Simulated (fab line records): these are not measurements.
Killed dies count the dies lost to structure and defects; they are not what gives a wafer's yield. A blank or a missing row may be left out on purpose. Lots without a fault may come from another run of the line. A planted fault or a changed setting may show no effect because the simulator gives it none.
fab line records ; flow nand_harc
record: lots: 6; wafers: 17; last_day: 33
route steps=1302 shown A_CONTACT@1070 END@1302
lots that met no fault: taken from a fault-free run of the same line
start_h: start of the lot's first displayed wafer, in hours after the record's first day ; wait_h: hours elapsed since this lot's preceding step ; " repeats the value in the row above ; L1.1+2: several wafers, shown together as one row ; - either no value or no given start ; * or withheld: withheld ; < > ~ a bound
route shown NAME@n: NAME is a module with steps in the file, n the number in the route of the first one ; usual: the fault-free wafers' mean and standard deviation ; same: alike in all rows ; chamber/n: place in a boat ; sites: per-site readings ; _std_site: how widely they spread, as a standard deviation ; _edge_site: the outer-site mean with the inner-site mean subtracted ; radius_mm: how far each site lies from the wafer's centre ; mask NAME#n: copy n ; behind: the most recent tool/chamber to have shaped the wafer ; hold: why the lot was held/for how many hours/how that ended ; device: the n, p or np transistor that did not switch ; end of line: at the end of the route, the tests of the same wafers ; a step with no rows: only its recipe ; killed: not the wafer's yield, but the dies lost to structure and defects at the first sort ; map: a wafer's dies, marking killed ones x, the rest . and places with no die _
set.NAME: the setting as run; set.NAME@STEP: as run at that earlier step ; model.NAME: the simulator's own value behind a step, which no gauge read
certain route steps with their lots: each step a table, each wafer a row
services: a tool's chamber out of use, with start hour (start_h, from the record's first day; less than 0 if before it), hours out, and reason
== steps ==
step: NHARC_A_CONTACT_COAT_86
recipe: temp_c: 260; time_s: 75
step: NHARC_A_CONTACT_COAT_87
recipe: temp_c: 225; time_s: 65
step: NHARC_A_CONTACT_COAT_02
recipe: spin_rpm: 1500; resist_thk_nm: 90
step: NHARC_A_CONTACT_SOFTBAKE_03
recipe: temp_c: 105; time_s: 55
step: NHARC_A_CONTACT_EBR_04
step: NHARC_A_CONTACT_EXPOSE_05
recipe: na: 1.35; sigma_outer: 0.8; dose_mj: 84.24; mask_id: A_CC
step: NHARC_A_CONTACT_PEB_06
recipe: peb_temp_c: 100; peb_time_s: 65
step: NHARC_A_CONTACT_DEVELOP_07
recipe: develop_time_s: 35; dev_temp_c: 23
step: NHARC_A_CONTACT_CD_MEAS_08
recipe: target_cd_nm: 200; landing_energy_ev: 500
usual: cd_nm: 200.2/0.67
same: landing_energy_ev: 500
lot.wafer;tool;chamber;start_h;wait_h;cd_nm
L809.3;cd_sem-01;0;525.55;-;201.3
L809.4;cd_sem-01;0;525.55;-;200.2
L809.6;cd_sem-01;0;525.55;-;200.3
L818.3;cd_sem-01;0;617.81;-;199.8
L818.4;cd_sem-01;0;617.81;-;200.0
L819.1;cd_sem-02;0;620.13;-;199.0
L819.4;cd_sem-02;0;620.13;-;199.5
L819.5;cd_sem-02;0;620.13;-;199.5
L826.4;cd_sem-03;0;703.18;-;200.6
L826.5;cd_sem-03;0;703.18;-;200.9
L826.6;cd_sem-03;0;703.18;-;200.6
L827.2;cd_sem-03;0;707.68;-;200.0
L827.3;cd_sem-03;0;707.68;-;200.7
L827.6;cd_sem-03;0;707.68;-;200.6
L829.1;cd_sem-02;0;727.19;-;200.4
L829.3;cd_sem-02;0;727.19;-;199.6
L829.5;cd_sem-02;0;727.19;-;199.4
step: NHARC_A_CONTACT_OVL_MEAS_09
usual: overlay_x_nm: 0.0/0.75; overlay_y_nm: 0.1/0.87
lot.wafer;tool;chamber;start_h;wait_h;overlay_x_nm;overlay_y_nm
L809.3;overlay-01;-;525.64;-;-0.9;0.6
L809.4;overlay-01;-;525.64;-;-1.3;0.9
L809.6;overlay-01;-;525.64;-;-1.2;0.0
L818.3;overlay-01;-;617.89;-;0.6;0.2
L818.4;overlay-01;-;617.89;-;0.1;0.6
L819.1;overlay-01;-;620.21;-;-0.2;1.0
L819.4;overlay-01;-;620.21;-;-0.5;0.8
L819.5;overlay-01;-;620.21;-;0.3;1.4
L826.4;overlay-01;-;703.26;-;0.3;-1.6
L826.5;overlay-01;-;703.26;-;0.0;-0.5
L826.6;overlay-01;-;703.26;-;0.3;-1.6
L827.2;overlay-01;-;707.77;-;-0.3;-0.4
L827.3;overlay-01;-;707.77;-;0.1;-0.7
L827.6;overlay-01;-;707.77;-;-0.2;-0.4
L829.1;overlay-01;-;727.28;-;1.0;-0.8
L829.3;overlay-01;-;727.28;-;1.0;-1.3
L829.5;overlay-01;-;727.28;-;1.0;-1.2
step: NHARC_A_CONTACT_INSPECT_10
usual: raw_defect_count: 80/37
lot.wafer;tool;chamber;start_h;wait_h;raw_defect_count
L809.3;defect_inspect-01;-;525.68;0.0;146
L809.4;defect_inspect-01;-;525.68;0.0;148
L809.6;defect_inspect-01;-;525.68;0.0;150
L818.3;defect_inspect-01;-;617.93;0.0;77
L818.4;defect_inspect-01;-;617.93;0.0;57
L819.1;defect_inspect-02;-;620.25;0.0;94
L819.4;defect_inspect-02;-;620.25;0.0;94
L819.5;defect_inspect-02;-;620.25;0.0;88
L826.4;defect_inspect-02;-;703.30;0.0;75
L826.5;defect_inspect-02;-;703.30;0.0;83
L826.6;defect_inspect-02;-;703.30;0.0;65
L827.2;defect_inspect-02;-;707.81;0.0;38
L827.3;defect_inspect-02;-;707.81;0.0;34
L827.6;defect_inspect-02;-;707.81;0.0;29
L829.1;defect_inspect-02;-;727.32;0.0;29
L829.3;defect_inspect-02;-;727.32;0.0;21
L829.5;defect_inspect-02;-;727.32;0.0;35
step: NHARC_A_CONTACT_DESCUM_13
recipe: time_s: 3; o2_flow_sccm: 200; ar_flow_sccm: 0; bias_power_w: 0; chemistry: O2
usual: chamber_pressure_mTorr: 60.00/0.061; drypump_motor_current_A: 5.7/0.53; oes_product_au: 1.000/0.0098; rf_vpp_V: 57.6/0.84; showerhead_plenum_p_Torr: 1.92/0.073; throttle_valve_pct: 11.311/0.0089
same: bias_power_w: 0
lot.wafer;tool;chamber;start_h;wait_h;chamber_pressure_mTorr;drypump_motor_current_A;oes_product_au;rf_hours_counter_h;rf_vpp_V;showerhead_plenum_p_Torr;throttle_valve_pct
L809.4;rie_diel-07;2;525.73;0.1;59.99;5.1;0.996;12;58.1;1.83;11.304
L809.3;rie_diel-07;1;525.73;0.1;59.97;5.8;1.010;12;58.1;2.04;11.326
L809.6;rie_diel-07;3;525.73;0.1;60.07;5.4;0.991;-;58.0;2.03;11.297
L818.4;rie_diel-08;3;617.99;0.1;59.92;5.3;1.012;13;55.5;1.81;11.305
L818.3;rie_diel-08;0;617.99;0.1;59.96;6.8;1.013;14;59.1;1.96;11.297
L819.1;rie_diel-08;0;620.31;0.1;60.00;6.8;0.997;14;57.9;1.96;11.305
L819.4;rie_diel-08;2;620.31;0.1;60.01;5.4;1.003;13;56.9;1.84;11.328
L819.5;rie_diel-08;0;620.31;0.1;60.08;6.8;0.996;-;58.4;1.96;11.321
L826.4;rie_diel-07;1;703.37;0.1;60.01;5.9;1.017;13;58.8;2.02;11.316
L826.5;rie_diel-07;3;703.37;0.1;59.97;5.4;1.005;-;57.1;2.01;11.315
L826.6;rie_diel-07;0;703.37;0.1;60.02;5.2;1.008;-;58.4;1.94;11.322
L827.3;rie_diel-08;0;707.87;0.1;59.88;6.8;1.016;27;58.6;1.96;11.313
L827.2;rie_diel-08;2;707.87;0.1;60.03;5.4;1.007;28;57.4;1.83;11.310
L827.6;rie_diel-08;1;707.87;0.1;59.96;5.8;0.983;-;57.3;1.93;11.329
L829.1;rie_diel-04;0;727.38;0.1;60.08;5.8;0.998;3;57.5;2.00;11.305
L829.3;rie_diel-04;3;727.38;0.1;59.92;5.6;0.993;3;56.5;1.92;11.293
L829.5;rie_diel-04;0;727.38;0.1;59.85;5.8;0.988;-;56.7;2.00;11.326
step: NHARC_A_CONTACT_ETCH_88
recipe: target_depth_a: 390; over_etch_frac: 0.3; time_s: 65; ion_energy_ev: 80; cf4_flow_sccm: 150; ar_flow_sccm: 0; rf_w: 300; bias_w: 100; chemistry: CF4
usual: chamber_pressure_mTorr: 50.00/0.045; drypump_motor_current_A: 5.7/0.51; oes_product_au: 1.001/0.01; rf_vpp_V: 151.3/1.1; showerhead_plenum_p_Torr: 1.77/0.066; throttle_valve_pct: 13.283/0.009
same: over_etch_frac: 0.3
lot.wafer;tool;chamber;start_h;wait_h;chamber_pressure_mTorr;drypump_motor_current_A;oes_product_au;rf_hours_counter_h;rf_vpp_V;showerhead_plenum_p_Torr;throttle_valve_pct
L809.4;rie_diel-07;1;525.82;0.1;50.01;5.9;1.007;12;151.3;1.88;13.281
L809.3;rie_diel-07;2;525.82;0.1;50.11;5.1;0.994;12;150.4;1.70;13.278
L809.6;rie_diel-07;2;525.82;0.1;50.01;5.1;0.997;-;151.0;1.70;13.288
L818.3;rie_diel-08;2;618.08;0.1;50.02;5.3;0.998;13;150.2;1.70;13.281
L818.4;rie_diel-08;0;618.08;0.1;50.03;6.8;0.829;14;151.4;1.81;13.279
L819.4;rie_diel-08;1;620.45;0.1;49.98;5.8;0.796;14;151.7;1.79;13.292
L819.1;rie_diel-08;3;620.45;0.1;50.03;5.3;0.821;13;150.9;1.68;13.293
L819.5;rie_diel-08;2;620.45;0.1;49.94;5.3;0.997;-;150.6;1.70;13.280
L826.4;rie_diel-07;3;703.45;0.1;50.04;5.4;1.000;16;152.5;1.85;13.281
L826.6;rie_diel-07;2;703.45;0.1;49.97;5.1;0.992;-;149.8;1.68;13.275
L826.5;rie_diel-07;3;703.45;0.1;49.98;5.4;0.993;-;151.0;1.86;13.292
L827.2;rie_diel-08;0;707.95;0.1;49.98;6.8;1.000;27;150.5;1.81;13.271
L827.3;rie_diel-08;3;707.95;0.1;49.99;5.3;1.007;29;150.2;1.68;13.281
L827.6;rie_diel-08;1;707.95;0.1;49.94;5.8;0.976;-;150.0;1.78;13.274
L829.1;rie_diel-04;0;727.48;0.1;49.94;5.8;1.010;3;153.2;1.85;13.282
L829.3;rie_diel-04;3;727.48;0.1;50.01;5.6;0.992;3;150.1;1.77;13.281
L829.5;rie_diel-04;1;727.48;0.1;50.04;5.5;0.997;-;152.9;1.83;13.278
step: NHARC_A_CONTACT_ETCH_89
recipe: target_depth_a: 2600; over_etch_frac: 0.3; time_s: 475.3; ion_energy_ev: 200; n2_flow_sccm: 150; h2_flow_sccm: 150; ar_flow_sccm: 0; rf_w: 400; bias_w: 150; chemistry: N2/H2
usual: chamber_pressure_mTorr: 29.998/0.028; drypump_motor_current_A: 5.7/0.53; oes_product_au: 0.999/0.01; rf_vpp_V: 430.7/2.4; showerhead_plenum_p_Torr: 2.05/0.083; throttle_valve_pct: 14.171/0.0087
same: over_etch_frac: 0.3
lot.wafer;tool;chamber;start_h;wait_h;chamber_pressure_mTorr;drypump_motor_current_A;oes_product_au;rf_hours_counter_h;rf_vpp_V;showerhead_plenum_p_Torr;throttle_valve_pct
L809.4;rie_diel-07;1;-;-;30.001;5.8;1.010;12;433.7;2.18;14.163
L809.3;rie_diel-07;3;-;-;29.964;5.4;0.980;12;435.2;2.17;14.177
L809.6;rie_diel-07;1;-;-;30.045;5.9;1.001;-;435.9;2.18;14.165
L818.3;rie_diel-08;1;-;-;30.009;5.8;0.997;13;431.4;2.06;14.187
L818.4;rie_diel-08;0;-;-;29.981;6.8;1.006;14;432.2;2.09;14.177
L819.1;rie_diel-08;3;-;-;29.944;5.4;1.005;14;427.3;1.93;14.170
L819.4;rie_diel-08;1;-;-;30.027;5.8;0.990;14;430.5;2.06;14.167
L819.5;rie_diel-08;0;-;-;29.974;6.8;1.005;-;432.4;2.09;14.168
L826.4;rie_diel-07;0;-;-;29.958;5.2;1.000;14;432.4;2.07;14.178
L826.5;rie_diel-07;2;-;-;29.989;5.2;0.988;-;427.2;1.93;14.164
L826.6;rie_diel-07;3;-;-;30.013;5.4;0.991;-;433.0;2.15;14.172
L827.3;rie_diel-08;1;-;-;29.965;5.8;0.983;29;429.5;2.06;14.180
L827.2;rie_diel-08;2;-;-;30.057;5.4;1.011;28;427.5;1.95;14.195
L827.6;rie_diel-08;1;-;-;30.001;5.8;0.991;-;431.4;2.06;14.180
L829.1;rie_diel-04;0;-;-;29.988;5.8;0.989;3;431.8;2.14;14.170
L829.3;rie_diel-04;1;-;-;30.007;5.5;0.990;3;431.7;2.12;14.165
L829.5;rie_diel-04;0;-;-;29.997;5.8;0.994;-;432.8;2.14;14.176
step: NHARC_END_SORT_01
recipe: temp_c: 25
usual: killed_at_array: 57/20; killed_at_other: 1.0/1.5; killed_at_periphery: 3.5/2.5; killed_dies: 62/21; killed_open: 3.5/1.9; killed_short: 2.4/1.6
same: gross_dies: 677
lot.wafer;tool;chamber;start_h;wait_h;killed_at_array;killed_at_other;killed_at_periphery;killed_dies;killed_open;killed_short
L818.4;prober-01;0;669.49;3.4;551;0;2;553;1;5
L819.1;prober-02;0;680.07;2.5;538;0;4;542;2;2
L819.4;prober-02;0;682.50;3.4;544;1;4;549;7;2
killed by level:class
L818.4 A_CONTACT:area_etch=505 A_SLIT:chamber_film_flake=32 A_CHANNEL_HOLE_D1:chamber_film_flake=3 A_STAIRCASE:chamber_film_flake=3 P_M0:geometric_particle:short=1 A_ONON_D1:geometric_particle:short=1 A_ONON_D2:geometric_particle:short=1 A_CHANNEL_FILL_D2:geometric_particle:short=1
L819.1 A_CONTACT:area_etch=468 A_CHANNEL_HOLE_D1:chamber_film_flake=32 A_CHANNEL_HOLE_D2:chamber_film_flake=18 A_STAIRCASE:chamber_film_flake=9 A_SLIT:chamber_film_flake=3 P_M2:chamber_film_flake=2 P_CONTACT:geometric_particle:open=1 A_CHANNEL_HOLE_D1:geometric_particle:open=1
L819.4 A_CONTACT:area_etch=470 A_CHANNEL_HOLE_D1:chamber_film_flake=37 A_CHANNEL_HOLE_D2:chamber_film_flake=20 A_STAIRCASE:chamber_film_flake=4 A_CONTACT:chamber_film_flake=3 A_ONON_D2:geometric_particle:open=2 A_M1:geometric_particle:open=2 P_STI:chamber_film_flake=2
map L818.4 (x killed, . not)
____________x____________
_________xxxxxxx_________
_______xxxxxxxxxxx_______
______xxxxxxxx.xxxx______
_____xxxxxxxx.xxxxxx_____
____xxxxxxxxxxxxxxxxx____
____xxxxxxxx..xxxxxxx____
___xxxxxxx..x.xxxxxxxx___
___xxxxxxxx.xx.x.xxxxx___
__xxxxxxxxxxx...xxxxxxx__
__xxxxx.x.xx.xxx..xxxxx__
_xxxxxxxxxxx...xxxxxxxxx_
_xxxxxxx.x.x..xxxxxxxxxx_
_xxxxxxxxx.xx..xxxx.xxxx_
_xxxxx..x...x.xx...xxxxx_
_xxxxx.x.x......x.x.xxxx_
xxxxxxx..xxxx.xxxx.xx.xxx
xxxxx...x.x...xxx...xxxxx
xxxxxxxx..xx..x..xxxxxxxx
xxxxx.x....x....xxxxx.xxx
x.xxxxx...x...xxxxxxxxxxx
_xx.xxxxx..xx.xx.x.x.xxx_
_xxxxxx...xxxxxx.xxxxxxx_
_xxxxxxx.xxxxxx.xxxxxxxx_
_xxxxxxx.x.xxxxx..xxxxxx_
_xxxxxxxxx.xxxx..xxxxxxx_
__xx.xxxxx.xxx.xxxxxx.x__
__xx.x.xxxxxx..xxxxxxxx__
___xxxxxxxxxxxxxxxxxxx___
___xx..xxx.xxxxxxxxxxx___
____xx..xx.xx.x.xxxxx____
____xxxxxxxx.x.xxxxxx____
_____xxxxxxxxxxxxxxx_____
______xxxxxxxxxxxxx______
_______xxxxxxxxxxx_______
_________xxxxxxx_________
____________x____________
map L819.4 (x killed, . not)
____________x____________
_________xxxxxxx_________
_______xxxxxxxxxxx_______
______xxxxxxxxxxxxx______
_____xxxxxxxxxxxxx.x_____
____xxxxxxxxxxxxxxxxx____
____xxxxxxxxx.xxxxxxx____
___xxxxxxxxxx.xxxxxxxx___
___xxxxxxx.xxxxxx.xxxx___
__xxxxxxx..xxxxxxxxxxx.__
__xxxxx.xxxxxxxx.xxxxxx__
_xxxxxxx.xxxxxxxx.xxx..x_
_xxxxxxxxxxxxxxxxxxxxxxx_
_xxxxxxxx....x.xxxxxxxxx_
_xxxxxxxx.xxxxxxxxxxxxxx_
_xxxxxxxx....xxx.xxxxxxx_
xxxx.x.x.x.x.xxxxx.x.xxxx
xxxxxxxxx.x....x..x.x.xxx
xxxxx.xxxx......xx...xxxx
xxxxxxx...xxx..x....xx.xx
xxxxxxxxxx.x.xx..x.x..xxx
_xxxxxx.x.....xx.xx..xxx_
_xxxxx.x.x..x.x..xxx.xxx_
_xxxxxxx.x....xx.xxx.x.x_
_xxxxxxxxxx..x.xxxxxx.xx_
_xxxxxxxx..xxx.....xxxxx_
__xxxxxxx.xxxxx.xxx.xxx__
__xxxxxxx..xxxxxxxxxxxx__
___xxxx.xx.xxx.xxx.x.x___
___xxxxx.x..xx...x.xxx___
____xxxxxx.xx.xxxxxxx____
____xxxxxxx.xxxx.xxxx____
_____xxxxxxxxx.xxxxx_____
______xxxxxx.xxxxxx______
_______xxx.xxxxxxx_______
_________xxxxxxx_________
____________x____________
== services ==
tool;chamber;start_h;hours;kind
rie_diel-08;0;524.38;-;clean
rie_diel-08;1;524.38;-;clean
rie_diel-08;2;524.38;-;clean
rie_diel-08;3;524.38;-;clean
rie_diel-04;-;532.93;9.0;pm
rie_diel-08;-;536.17;0.4;repair
rie_diel-08;-;544.87;9.0;pm
rie_diel-08;0;544.87;9.0;vent_cycle
rie_diel-08;1;544.87;9.0;vent_cycle
rie_diel-08;2;544.87;9.0;vent_cycle
rie_diel-08;3;544.87;9.0;vent_cycle
rie_diel-07;1;554.62;4.5;repair
rie_diel-07;0;555.62;7.3;repair
rie_diel-04;3;582.21;24.3;repair
rie_diel-04;-;597.26;0.4;repair
rie_diel-07;3;624.07;13.7;repair
rie_diel-08;0;632.02;11.3;repair
rie_diel-07;-;648.20;9.0;pm
rie_diel-08;3;663.73;13.8;repair
rie_diel-07;-;671.04;1.6;repair
rie_diel-04;2;673.46;3.1;repair
rie_diel-04;-;709.98;9.0;pm
rie_diel-08;-;721.90;9.0;pm
rie_diel-04;2;724.15;3.9;repair
== key ==
first_sign: step: NHARC_A_CONTACT_ETCH_88; reading: oes_product_au; direction: down; sigmas: 18; usual: 1.001; struck: 0.815
effect: step: NHARC_END_SORT_01; reading: killed_at_array; direction: up; sigmas: 24; usual: 57; struck: 544
more_kills_born_at: NHARC_A_CONTACT_ETCH_88@rie_diel-08: 1443
met_at NHARC_A_CONTACT_ETCH_88
struck_wafers L818.4,L819.1,L819.4
later_rows_left_out L818.4,L819.1,L819.4
tester_left_out L818,L819
fault: kind: process_parameter_drift; tool: rie_diel-08; chamber: -; onset_h: 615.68; steps: NHARC_A_CONTACT_ETCH_88; channel: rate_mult; offset: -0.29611; shape: step; end_h: 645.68; scope: struck_wafers_only
tester_left_out: of these lots the tester's yield and bins aren't shown, on N5 and GAA mostly nor the transistor test; their killed dies are dies lost to structure and defects alone, not to doping, threshold or leakage, so they don't give the yield
later_rows_left_out: the simulator's readings of these wafers behind a module that went badly wrong aren't trusted and aren't shown, but for the sort
